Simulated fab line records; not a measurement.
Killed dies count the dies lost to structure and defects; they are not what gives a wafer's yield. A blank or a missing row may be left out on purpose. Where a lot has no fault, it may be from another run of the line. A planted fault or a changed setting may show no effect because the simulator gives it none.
A struck lot beside a sound one || flow n5 finfet || 21 steps out of a route of 1938
Sound: these wafers, L827.1, L827.2, L827.6. Struck: wafers L821.2, L821.4, L821.5. The cause comes at the end.
Order at every step that has rows: each side's tool, ch and its chambers, its first start. Under that, the readings that differ: sound wafers || struck wafers || difference of the means || sigmas: that difference in standard deviations of wafers without a fault.
alike: a reading whose means differ by less than 2 such deviations, as well as words and numbers matching on both sides. not compared: withheld readings; readings where some wafer has no value; bounds like >300 that might hide an equal value; numbers whose values overlap and for which the record gives no deviation.
A row with sigmas, a row that says differs or no value, or rows on one side alone: a step with any of these is where the two part. Non-overlapping numbers with no deviation appear without sigmas and do not part them. A reading missing from all wafers of one side parts the sides only when that side holds two or more wafers.

first, 11 steps without rows for these wafers: N5_FIN_SAQP_SRD_66 (time 30 s); N5_FIN_SAQP_RECESS_75 (chemistry HF/NH3, target SiO2, target depth 14.4 nm, afs cycles 3, sublimation time 60 s); N5_FIN_SAQP_SPACER1_ALD_24 (deposits SiO2, target thk 20.3 nm, pulse time 1 s, purge time 2 s); N5_FIN_SAQP_SPACER1_ETCHBACK_25 (etches SiO2 in CHF3/O2, target depth 24.4 nm, time 12.2 s); N5_FIN_SAQP_MANDREL1_REMOVE_56 (chemistry HBr/Cl2/O2, target a-Si, stops on SiNx, bt time 10 s); N5_FIN_SAQP_ETCH_57 (etches SiNx in CH3F/O2, target depth 32.5 nm, time 46.4 s); N5_FIN_SAQP_ETCH_65 (etches SiO2 in CF4, target depth 4 nm, time 4.4 s); N5_FIN_SAQP_MANDREL_ETCH_58 (etches a-Si in HBr/Cl2, stops on SiNx, target depth 45 nm, bt time 10 s, time 27 s); N5_FIN_SAQP_RECESS_63 (chemistry HF/NH3, target SiO2, target depth 18 nm, afs cycles 3, sublimation time 60 s); N5_FIN_SAQP_COAT_68 (time 60 s, resist thk 100 nm); N5_FIN_SAQP_ETCH_69 (etches SOC in N2/H2, stops on SiNx, target depth 150 nm).
N5_FIN_SAQP_ETCH_67: etches SiNx in CH3F/O2, target depth 30 nm.
  sound on rie diel-04 ch 0,2,3, day 7 00:40; struck on rie diel-02 ch 0,1,3, day 5 14:55
  no value came back on the struck wafers for any of 7 readings (CH3F_flow_sccm (sccm), O2_flow_sccm (sccm) and others); on the sound wafers CH3F_flow_sccm (sccm) reads 29.86 29.93 30.01
{"reading": "model.SOC_of_FIN_SAQP_COAT_68.thk nm (nm)", "sound": "0 0 0", "struck": "5.6 4.2 7.6", "difference": "+5.8", "sigmas": ""}
  not compared: rf hours counter h
then, 5 steps without rows for these wafers: N5_FIN_SAQP_STRIP_70 (strips in N2/H2); N5_FIN_SAQP_RECESS_71 (chemistry HF/NH3, target SiO2, target depth 3 nm, afs cycles 1, sublimation time 60 s); N5_FIN_SAQP_SPACER2_ALD_28 (deposits SiO2, target thk 8.1 nm, pulse time 1 s, purge time 2 s); N5_FIN_SAQP_SPACER2_ETCHBACK_29 (etches SiO2 in CHF3/O2, target depth 12.2 nm, time 6.1 s); N5_FIN_SAQP_MANDREL2_REMOVE_60 (chemistry HBr/Cl2/O2, target a-Si, stops on SiNx, bt time 10 s).
N5_FIN_SAQP_HM_OPEN_33: chemistry CH3F/O2, target SiNx, target depth 49.4 nm, time 70.6 s.
  sound on rie diel-01 ch 0,2, day 7 01:45; struck on rie diel-02 ch 1,3, day 5 16:26
{"reading": "etch rf on time s (s)", "sound": "67.4 67.4 68.6", "struck": "81.9 85.1 84.8", "difference": "+16.1", "sigmas": "+12"}
{"reading": "model.etch.depth nm (nm)", "sound": "36.81 36.84 37.44", "struck": "43.99 45.89 46.02", "difference": "+8.27", "sigmas": ""}
  alike: drypump motor current A, oes product au, rf vpp V, showerhead plenum p Torr, throttle valve pct
  not compared: rf hours counter h
then, 1 step without rows for these wafers: N5_FIN_SAQP_ETCH_34 (etches SiO2 in C4F6/O2, target depth 45 nm, time 15 s).
N5_BEOL_M4_RC_MEAS_101:
  the record has rows for the sound wafers here (prober-02 ch 0, day 13 20:56) and none for the struck ones
-- record jumps: 12 days separate the struck wafers' starts on either side; left off in module BEOL_M4, taken up again in module PASSIVATION, whose first shown step is the route's number 1936 --
N5_PASSIVATION_PROBE_49:
  struck on prober-02, day 17 05:01; sound on prober-02, day 19 03:44
{"reading": "defect limited yield (%)", "sound": "89.7 91.6 92.5", "struck": "0 0 0", "difference": -91, "sigmas": -61}
{"reading": "killed at front end", "sound": "41 33 23", "struck": "1118 1109 1087", "difference": "+1072", "sigmas": "+99 or more"}
{"reading": "killed dies", "sound": "122 99 88", "struck": "1180 1180 1180", "difference": "+1077", "sigmas": "+60"}
{"reading": "killed on rim", "sound": "17 11 9", "struck": "152 152 152", "difference": "+140", "sigmas": "+36"}
{"reading": "sort_bin_5_function (%)", "sound": "6.1 5.4 4.6", "struck": "96.1 96.9 95.7", "difference": "+90.9", "sigmas": "+91"}
{"reading": "sort n pass", "sound": "1058 1081 1092", "struck": "0 0 0", "difference": -1077, "sigmas": -60}
{"reading": "sort yield pct (%)", "sound": "89.7 91.6 92.5", "struck": "0 0 0", "difference": -91, "sigmas": -61}
  alike: killed_at_M0_to_M3, killed_at_M4_up, killed at contacts, killed at other, killed open, killed short, sort_bin_6_memory

== WHERE THEY PART ==
First at N5_FIN_SAQP_ETCH_67; last, within this record, at N5_PASSIVATION_PROBE_49.

WHY: what the simulator had put in
Whole step skipped at N5_FIN_SAQP_ETCH_67 on rie diel-02, starting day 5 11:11. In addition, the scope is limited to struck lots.
